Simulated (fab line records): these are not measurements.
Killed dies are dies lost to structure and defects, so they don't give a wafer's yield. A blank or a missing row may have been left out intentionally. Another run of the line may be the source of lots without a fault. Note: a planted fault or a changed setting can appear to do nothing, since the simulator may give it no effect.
A struck lot beside a sound one || flow n5-finfet || 37 out of 1938 route steps
Sound: these wafers, L208.2, L208.3, L208.5. Struck: wafers L201.1, L201.5 (left out: L201.6, a lot-mate that was not struck); the cause follows at the end.
Per side, at each step with rows, come the tool, then ch with its chambers, and then its first start. Under that, the readings that differ: sound wafers || struck wafers || difference of the means || sigmas: that difference in standard deviations of wafers without a fault.
alike: a reading whose means differ by less than 2 such deviations, as well as words and numbers matching on both sides. not compared: withheld readings; readings where some wafer has no value; bounds like >300 that might hide an equal value; numbers whose values overlap and for which the record gives no deviation.
The two part at a step that has a row with sigmas, a row that says differs or no value, or rows on one side only. When numbers do not overlap yet have no deviation, they are printed without sigmas and do not part them. A reading that every wafer of one side lacks parts them only if that side has two wafers or more.

first, 9 steps without rows for these wafers: N5_STI_FIN_REVEAL_STRIP_35 (strips Si3N4 in H3PO4, target depth 4 nm, time 39 s); N5_STI_FIN_REVEAL_SRD_21 (time 30 s); N5_STI_FIN_REVEAL_OXIDATION_33 (chemistry O2 PLASMA REMOTE, time 20 s); N5_STI_FIN_REVEAL_CLEAN_19 (cleans in O3/DIW, time 120 s); N5_STI_FIN_REVEAL_SRD_23 (time 30 s); N5_STI_FIN_REVEAL_PRECLEAN_18 (cleans in SC2, time 45 s); N5_STI_FIN_REVEAL_SRD_28 (time 30 s); N5_DUMMY_GATE_PRECLEAN_00 (cleans in O3/DIW, time 60 s); N5_DUMMY_GATE_SRD_01 (time 30 s).
N5_DUMMY_GATE_ALD_02: deposits SiO2, target thk 2 nm, pulse time 1 s.
  sound on ald-sin-04 ch 0,2, day 6 01:02; struck on ald-sin-01 ch 2, day 4 08:39
{"reading": "model.SiO2_of_DUMMY_GATE_ALD_02.thk-nm (nm)", "sound": "2 2 2", "struck": "1.6 1.6", "difference": -0.4, "sigmas": ""}
  alike: heater-power-w, precursor-pulse-height-rel
then, 24 steps without rows for these wafers: N5_DUMMY_GATE_CVD_03 (deposits a-Si from SiH4, target thk 150 nm, time 8042 s); N5_DUMMY_GATE_PRECLEAN_46 (cleans in DIW, time 89.5 s); N5_DUMMY_GATE_SRD_47 (dry time 32 s); N5_DUMMY_GATE_CMP_04 (polishes a-Si); N5_DUMMY_GATE_HM_DEP_06 (deposits SiNx from DCS/NH3, target thk 80 nm, time 5141 s); N5_DUMMY_GATE_PECVD_30 (deposits SiO2 from TEOS/O2, target thk 55 nm, time 10.8 s); N5_DUMMY_GATE_COAT_34 (time 60 s, resist thk 60 nm); N5_DUMMY_GATE_COAT_35 (time 60 s, resist thk 10 nm); N5_DUMMY_GATE_COAT_28 (time 60 s, resist thk 10 nm); N5_DUMMY_GATE_COAT_09 (resist thk 30 nm); N5_DUMMY_GATE_EBR_11; N5_DUMMY_GATE_SOFTBAKE_10 (time 60 s); N5_DUMMY_GATE_EXPOSE_12 (exposes mask GATE, target cd 25 nm); N5_DUMMY_GATE_PEB_13 (peb time 60 s); N5_DUMMY_GATE_DEVELOP_14 (develop time 30 s); N5_DUMMY_GATE_DESCUM_20 (chemistry O2, time 6.2 s); N5_DUMMY_GATE_ETCH_29 (etches underlayer in N2/H2, target depth 13 nm); N5_DUMMY_GATE_ETCH_36 (etches SiARC in CF4, target depth 13 nm); N5_DUMMY_GATE_ETCH_37 (etches SOC in N2/H2, target depth 60 nm, overetch 30 nm); N5_DUMMY_GATE_STRIP_38 (strips in N2/H2); N5_DUMMY_GATE_STRIP_39 (strips in N2/H2); N5_DUMMY_GATE_TRIM_49 (chemistry O2, time 29 s, target cd 14 nm); N5_DUMMY_GATE_STRIP_40 (strips in CF4); N5_DUMMY_GATE_ETCH_31 (etches SiO2 in C4F6/O2, target depth 82.5 nm, time 27.5 s).
N5_DUMMY_GATE_ETCH_44: etches poly-Si in HBr/O2, stops on SiO2, target depth 127.5 nm.
  sound on rie-si-02 ch 0,1,3, day 6 11:15; struck on rie-si-02 ch 1,2, day 4 18:17
{"reading": "model.SiO2_of_DUMMY_GATE_ALD_02.thk-nm (nm)", "sound": "2 2 2", "struck": "1.6 1.6", "difference": -0.4, "sigmas": ""}
  alike: drypump-motor-current-A, oes-product-au, throttle-valve-pct
  not compared: rf-hours-counter-h
-- a jump in the record: the struck wafers' starts before and after are 5 days apart (it breaks off in module DUMMY_GATE and resumes in module BEOL_M4, where the first step shown is number 1111 of the route) --
N5_BEOL_M4_RC_MEAS_101:
  sound on prober-01 ch 0, day 11 20:44; struck on prober-02 ch 0, day 9 17:40
  alike: DIBL_N, DIBL_P, IOFF_N, IOFF_P, ION_N, ION_P, SS_N, SS_P, VT_N, VT_P
N5_PASSIVATION_PROBE_49:
  rows exist in the record for the sound wafers here (prober-01, day 16 05:00), none for the struck ones

== WHERE THEY PART ==
Only at N5_PASSIVATION_PROBE_49, as far as this record shows.

WHY: what the simulator had put in
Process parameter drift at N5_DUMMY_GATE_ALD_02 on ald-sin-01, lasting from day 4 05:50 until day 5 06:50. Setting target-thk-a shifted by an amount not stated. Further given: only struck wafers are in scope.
